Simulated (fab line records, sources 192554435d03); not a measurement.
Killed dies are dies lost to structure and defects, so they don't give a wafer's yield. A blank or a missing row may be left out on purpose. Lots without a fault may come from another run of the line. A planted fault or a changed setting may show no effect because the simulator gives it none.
Which tool did it? | flow n5_finfet | 9 lots, 24 wafers sampled, at 6 steps of a route of 1938

WHAT THE GAUGES READ, wafer by wafer
N5_FIN_CUT_INSPECT_10: inspects for defects (brightfield). Usual: raw_defect_count 45, standard deviation 13.
lot  | measured    | on                | raw_defect_count | flag
L823 | day 2 02:49 | defect_inspect-02 | 45 46 73         |
L829 | day 3 16:16 | defect_inspect-01 | 49 46            |
L831 | day 4 02:56 | defect_inspect-02 | 50 34            |
L832 | day 4 08:47 | defect_inspect-02 | 30 24 56         |
L835 | day 5 04:02 | defect_inspect-02 | 40 35 56         |
L842 | day 7 02:53 | defect_inspect-01 | 33 30 35         |
L844 | day 7 08:47 | defect_inspect-02 | 94 47 62         |
L845 | day 7 17:41 | defect_inspect-01 | 36 48            |
L846 | day 7 19:59 | defect_inspect-01 | 39 60 34         |

N5_STI_FIN_REVEAL_FIN_H_MEAS_10. Usual: trench_depth_nm 52.3 nm, standard deviation 0.74.
lot  | measured    | on     | trench_depth_nm (nm) | flag
L823 | day 2 13:20 | ocd-02 | 51.4 50.8 51.7       |
L829 | day 4 02:14 | ocd-01 | 41.5 41.4            | OFF
L831 | day 4 12:43 | ocd-02 | 51.1 39.2            | OFF
L832 | day 4 18:37 | ocd-02 | 52.0 40.9 51.8       | OFF
L835 | day 5 15:40 | ocd-01 | 53.5 53.0 52.9       |
L842 | day 7 14:16 | ocd-01 | 52.6 52.1 52.0       |
L844 | day 7 18:49 | ocd-02 | 52.8 52.1 51.2       |
L845 | day 8 06:25 | ocd-01 | 51.7 51.7            |
L846 | day 8 11:09 | ocd-02 | 52.8 52.3 53.2       |

N5_BEOL_M4_RC_MEAS_101. Usual: DIBL_N 35.7 mV/V, standard deviation 1.5; DIBL_P 35.7 mV/V, standard deviation 2; IOFF_N 0.155 nA/um, standard deviation 0.026; IOFF_P 0.20 nA/um, standard deviation 0.031; ION_N 675 uA/um, standard deviation 11; ION_P 462 uA/um, standard deviation 7.1; SS_N 71.3 mV/dec, standard deviation 0.57; SS_P 73.1 mV/dec, standard deviation 0.56; VT_N 250 mV, standard deviation 3; VT_P -251 mV, standard deviation 3.
lot  | measured     | on        | DIBL_N (mV/V)  | DIBL_P (mV/V)  | IOFF_N (nA/um)    | IOFF_P (nA/um) | ION_N (uA/um) | ION_P (uA/um) | SS_N (mV/dec)  | SS_P (mV/dec)  | VT_N (mV)   | VT_P (mV)      | flag
L823 | day 8 07:52  | prober-02 | 36.7 37.2 35.3 | 36.3 36.8 34.4 | 0.153 0.171 0.142 | 0.21 0.23 0.18 | 667 673 666   | 459 459 461   | 71.6 71.7 71.2 | 72.7 73.6 72.6 | 251 250 252 | -252 -249 -251 |
L829 | day 10 00:43 | prober-01 | 36.2 35.3      | 37.5 36.8      | 0.178 0.169       | 0.24 0.22      | 685 686       | 470 475       | 71.6 70.8      | 72.9 72.9      | 246 247     | -247 -250      |
L831 | day 10 09:34 | prober-01 | 36.5 37.2      | 35.5 35.3      | 0.148 0.156       | 0.22 0.22      | 666 662       | 462 453       | 71.8 71.4      | 73.4 73.3      | 252 254     | -249 -246      |
L832 | day 10 08:38 | prober-01 | 34.8 36.7 36.9 | 33.6 35.2 35.2 | 0.122 0.161 0.152 | 0.17 0.18 0.19 | 652 677 675   | 450 459 450   | 71.1 71.2 71.0 | 73.1 73.7 72.9 | 255 248 253 | -256 -256 -256 |
L835 | day 11 12:53 | prober-01 | 35.4 34.8 34.9 | 35.9 35.0 34.9 | 0.176 0.153 0.155 | 0.23 0.21 0.21 | 693 682 678   | 478 471 470   | 71.7 70.9 70.7 | 73.7 73.1 73.3 | 246 249 248 | -247 -248 -250 |
L842 | day 12 22:20 | prober-01 | 34.8 36.9 36.3 | 33.1 36.3 35.8 | 0.112 0.160 0.146 | 0.18 0.23 0.22 | 654 682 679   | 458 474 468   | 71.0 71.2 71.5 | 72.4 73.0 72.6 | 255 248 250 | -251 -247 -249 |
L844 | day 14 00:05 | prober-02 | 31.0 36.2 37.6 | 29.9 35.2 38.5 | 0.093 0.162 0.201 | 0.14 0.20 0.26 | 657 678 679   | 459 460 464   | 69.6 71.8 71.5 | 71.6 73.4 73.3 | 255 248 249 | -254 -250 -248 |
L845 | day 14 00:10 | prober-01 | 36.4 37.0      | 38.0 39.4      | 0.163 0.172       | 0.20 0.22      | 666 676       | 459 464       | 71.1 71.1      | 73.1 73.1      | 246 249     | -252 -251      |
L846 | day 14 08:04 | prober-02 | 36.7 37.4 35.5 | 38.3 38.4 37.9 | 0.173 0.189 0.159 | 0.21 0.22 0.21 | 680 674 683   | 466 461 462   | 72.6 71.5 72.3 | 73.2 73.3 72.8 | 247 246 249 | -251 -251 -250 |

WHICH TOOL RAN EACH LOT (tool, then ch and the chambers of the sampled wafers, then the start)
lot  | N5_FIN_CUT_ETCH_20                | N5_STI_FIN_REVEAL_STRIP_24        | N5_STI_FIN_REVEAL_RECESS_09
L823 | rie_diel-02 ch 0,1,2, day 2 02:54 | rie_diel-01 ch 0,1,3, day 2 10:17 | vapor_etch-01 ch 0,1, day 2 10:38
L829 | rie_diel-02 ch 1,3, day 3 16:26   | rie_diel-01 ch 3, day 3 23:19     | vapor_etch-01 ch 0,1, day 3 23:32
L831 | rie_diel-02 ch 1, day 4 03:02     | rie_diel-06 ch 2,3, day 4 09:48   | vapor_etch-01 ch 0,1, day 4 10:01
L832 | rie_diel-04 ch 1,2, day 4 09:05   | rie_diel-06 ch 1,2, day 4 15:41   | vapor_etch-01 ch 0,1, day 4 15:55
L835 | rie_diel-05 ch 1,2, day 5 04:08   | rie_diel-01 ch 2,3, day 5 12:39   | vapor_etch-02 ch 0,1, day 5 12:52
L842 | rie_diel-04 ch 0,1,3, day 7 02:58 | rie_diel-03 ch 0,1,3, day 7 11:21 | vapor_etch-01 ch 0,1, day 7 12:06
L844 | rie_diel-04 ch 0,1,3, day 7 08:52 | rie_diel-06 ch 0,1,2, day 7 15:53 | vapor_etch-01 ch 0,1, day 7 16:06
L845 | rie_diel-04 ch 1,2, day 7 17:47   | rie_diel-01 ch 0,3, day 8 03:32   | vapor_etch-02 ch 0,1, day 8 04:46
L846 | rie_diel-05 ch 0,1,3, day 7 20:05 | rie_diel-06 ch 0,1,3, day 8 06:39 | vapor_etch-01 ch 0, day 8 06:52
- N5_FIN_CUT_ETCH_20: etches SiARC in CF4, target depth 26 nm, time 43.3 s.
- N5_STI_FIN_REVEAL_STRIP_24: strips in N2/H2, time 90 s.
- N5_STI_FIN_REVEAL_RECESS_09: chemistry HF/NH3, target SiO2, afs cycles 11, target depth 42.5 nm, sublimation time 60 s.

WHAT THE TOOLS THEMSELVES READ (means of the sampled wafers that have a number; where no wafer has one, the mark that the record gives instead)
N5_FIN_CUT_ETCH_20. Usual: cf4_flow_sccm 99.9 sccm, standard deviation 0.31; chamber_pressure_mTorr 40.00 mTorr, standard deviation 0.036; drypump_motor_current_A 5.6 A, standard deviation 0.43; etch_rf_on_time_s 43.6 s, standard deviation 1.1; oes_product_au 0.67 a.u., standard deviation 0.08; rf_vpp_V 184.3 V, standard deviation 1.1; showerhead_plenum_p_Torr 2.16 Torr, standard deviation 0.06; throttle_valve_pct 15.59 %, standard deviation 0.16.
lot  | tool        | cf4_flow_sccm (sccm) | chamber_pressure_mTorr (mTorr) | drypump_motor_current_A (A) | etch_rf_on_time_s (s) | oes_product_au (a.u.) | rf_vpp_V (V) | showerhead_plenum_p_Torr (Torr) | throttle_valve_pct (%) | flag
L823 | rie_diel-02 | 100.1                | 39.96                          | 5.3                         | 44.2                  | 0.63                  | 183.7        | 2.13                            | 15.55                  |
L829 | rie_diel-02 | 99.7                 | 40.00                          | 5.0                         | 44.6                  | 0.61                  | 185.5        | 2.21                            | 15.71                  |
L831 | rie_diel-02 | 99.9                 | 39.97                          | 4.9                         | 44.9                  | 0.59                  | 184.1        | 2.20                            | 15.67                  |
L832 | rie_diel-04 | 99.8                 | 40.00                          | 5.7                         | 43.2                  | 0.64                  | 184.2        | 2.13                            | 15.70                  |
L835 | rie_diel-05 | 99.8                 | 40.01                          | 5.6                         | 42.9                  | 0.71                  | 183.3        | 2.16                            | 15.47                  |
L842 | rie_diel-04 | 100.0                | 39.99                          | 5.6                         | 42.7                  | 0.76                  | 184.8        | 2.14                            | 15.44                  |
L844 | rie_diel-04 | 100.0                | 39.99                          | 5.7                         | 43.1                  | 0.75                  | 183.4        | 2.14                            | 15.45                  |
L845 | rie_diel-04 | 99.8                 | 40.00                          | 5.8                         | 42.5                  | 0.79                  | 183.6        | 2.14                            | 15.46                  |
L846 | rie_diel-05 | 100.1                | 40.01                          | 5.8                         | 43.3                  | 0.70                  | 184.4        | 2.16                            | 15.60                  |

N5_STI_FIN_REVEAL_STRIP_24. Usual: chamber_pressure_mTorr 100.00 mTorr, standard deviation 0.096; drypump_motor_current_A 5.9 A, standard deviation 0.53; oes_product_au 0.77 a.u., standard deviation 0.083; rf_vpp_V 45.3 V, standard deviation 0.86; showerhead_plenum_p_Torr 3.43 Torr, standard deviation 0.13; throttle_valve_pct 12.19 %, standard deviation 0.21.
lot  | tool        | chamber_pressure_mTorr (mTorr) | drypump_motor_current_A (A) | oes_product_au (a.u.) | rf_vpp_V (V) | showerhead_plenum_p_Torr (Torr) | throttle_valve_pct (%) | flag
L823 | rie_diel-01 | 100.00                         | 6.2                         | 0.75                  | 46.1         | 3.41                            | 12.09                  |
L829 | rie_diel-01 | 100.02                         | 6.6                         | 0.72                  | 44.9         | 3.48                            | 12.38                  |
L831 | rie_diel-06 | 100.03                         | 5.8                         | 0.70                  | 45.0         | 3.27                            | 12.44                  |
L832 | rie_diel-06 | 99.93                          | 6.4                         | 0.73                  | 45.2         | 3.40                            | 12.34                  |
L835 | rie_diel-01 | 99.99                          | 6.1                         | 0.77                  | 46.3         | 3.52                            | 12.25                  |
L842 | rie_diel-03 | 100.10                         | 5.6                         | 0.81                  | 44.4         | 3.39                            | 12.05                  |
L844 | rie_diel-06 | 99.97                          | 6.2                         | 0.71                  | 45.7         | 3.43                            | 12.35                  |
L845 | rie_diel-01 | 100.13                         | 6.5                         | 0.73                  | 45.2         | 3.50                            | 12.25                  |
L846 | rie_diel-06 | 100.04                         | 5.9                         | 0.79                  | 45.9         | 3.51                            | 12.13                  |

N5_STI_FIN_REVEAL_RECESS_09. Usual: drypump_motor_current_A 5.7 A, standard deviation 0.51.
lot  | tool          | drypump_motor_current_A (A) | flag
L823 | vapor_etch-01 | 5.5                         |
L829 | vapor_etch-01 | 5.7                         |
L831 | vapor_etch-01 | 5.7                         |
L832 | vapor_etch-01 | 5.8                         |
L835 | vapor_etch-02 | 6.0                         |
L842 | vapor_etch-01 | 5.4                         |
L844 | vapor_etch-01 | 5.4                         |
L845 | vapor_etch-02 | 5.9                         |
L846 | vapor_etch-01 | 5.0                         |

THE ANSWER, worked out from the rows above alone
Rule: a lot is off if the mean of its wafers that have a number lies more than 3 standard deviations from the usual mean. A lot without any number at a reading at which 4 lots or more have one is off too. The other lots that the step has rows for count as sound. The gauges are gone through in route order, then the tools' own readings, and for those a lot's mean is taken as printed above. The first step at which some lot is off is used, and at that step the reading that is off furthest; a lot without a number counts as furthest.
Off: L829, L831, L832, at N5_STI_FIN_REVEAL_FIN_H_MEAS_10 (trench_depth_nm).
A tool fits if, at a process step before that reading, it ran every lot that is off, and no sound lot after the first of them. The gauges at N5_STI_FIN_REVEAL_FIN_H_MEAS_10 are tried like those tools. None of those tried fits.

WHAT THE SIMULATOR HAD PUT IN
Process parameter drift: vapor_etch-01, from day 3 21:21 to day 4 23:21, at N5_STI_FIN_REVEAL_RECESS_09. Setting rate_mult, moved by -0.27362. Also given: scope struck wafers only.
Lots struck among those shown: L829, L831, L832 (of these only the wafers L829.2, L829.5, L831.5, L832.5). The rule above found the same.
